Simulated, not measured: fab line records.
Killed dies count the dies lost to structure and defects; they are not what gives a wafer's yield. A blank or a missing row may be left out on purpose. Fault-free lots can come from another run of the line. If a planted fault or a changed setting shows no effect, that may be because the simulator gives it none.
Problem report, 8D (eight disciplines) form, completed by code	flow n5_finfet	the parts of the form that need people (team, actions taken, sign-off) are left out

== 1. THE ISSUE ==
Mean of run_length_s at N5_BEOL_M6_CVD_78: 286.1 s across 3 wafers in 2 lots; on wafers with no fault it is 165.0 s (standard deviation 0.63). That is +99 or more standard deviations from the usual mean.
The step: deposits Co from CCTBA/H2, target thk 2 nm, time 142.3 s.
First seen on wafer L410.3, day 10 04:58, on cvd_co-01. Wafers with a number at this step in the record: 32, from 11 lots. By rule, "out" or "out of limits" means more than 4 standard deviations away from the usual mean. The other wafers with a number count as sound.

== 2. WHAT IT IS, WHAT IT ISN'T ==
question	is	is not
which readings at this step	run_length_s	-
which lots	L410, L414	L405, L406, L421, L422, L423, L425, L426, L427, L428
which wafers of those lots	L410.3, L414.2, L414.5	L410.4, L410.6, L414.3
read on which tools	cvd_co-01	cvd_co-02
when	from day 10 04:58	up to then (8 sound wafers); but 21 sound wafers of L414, L421, L422, L423, L425, L426, L427, L428 came after

== 3. WHAT RULES OUT EACH SUSPECT ==
Counting: a tool at a process step up to the reading stays a suspect if it ran every lot that is out. Sound lots after the first of them don't rule it out here, since some wafers of a struck lot are sound.
- cvd_co-01 at N5_BEOL_M6_CVD_78 (deposits Co from CCTBA/H2, target thk 2 nm, time 142.3 s): kept. Ran every lot that is out, first one L410 (day 10 04:58); last sound lot up to then L406 (day 9 05:50). Its own run_length_s readings are out on those wafers.
- In cvd_co-01 at N5_BEOL_M6_CVD_78, the wafers that are out were processed in chamber 1 and their sound lot-mates in chambers 0, 2.
The count leaves cvd_co-01 at N5_BEOL_M6_CVD_78.

== 4. THE CAUSE (what the simulator had put in) ==
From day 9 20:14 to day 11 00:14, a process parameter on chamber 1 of cvd_co-01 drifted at N5_BEOL_M6_CVD_78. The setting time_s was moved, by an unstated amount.
Only this tool survived the counting.

== 5. SEQUENCE OF EFFECTS, ordered by route ==
Rows list readings where the struck wafers' mean (over those with a number) sits beyond 3 standard deviations from the usual. Only readings whose record carries a usual standard deviation are examined. hours: median over the lots of the time between each lot's start at the first step of this table that gives one and its start at this step. sigmas: the change, counted in usual standard deviations.
hours	step	reading	usual	on struck wafers	change	sigmas
0	N5_BEOL_M6_CVD_78	run_length_s	165.0 s	286.1	+121.1	+99 or more
Its process steps:
- N5_BEOL_M6_CVD_78: deposits Co from CCTBA/H2, target thk 2 nm, time 142.3 s.

== 6. WHAT WOULD HAVE CAUGHT IT SOONER ==
The fault began at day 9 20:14; the first out-of-limits reading in this record came at day 10 04:58, 9 hours later.
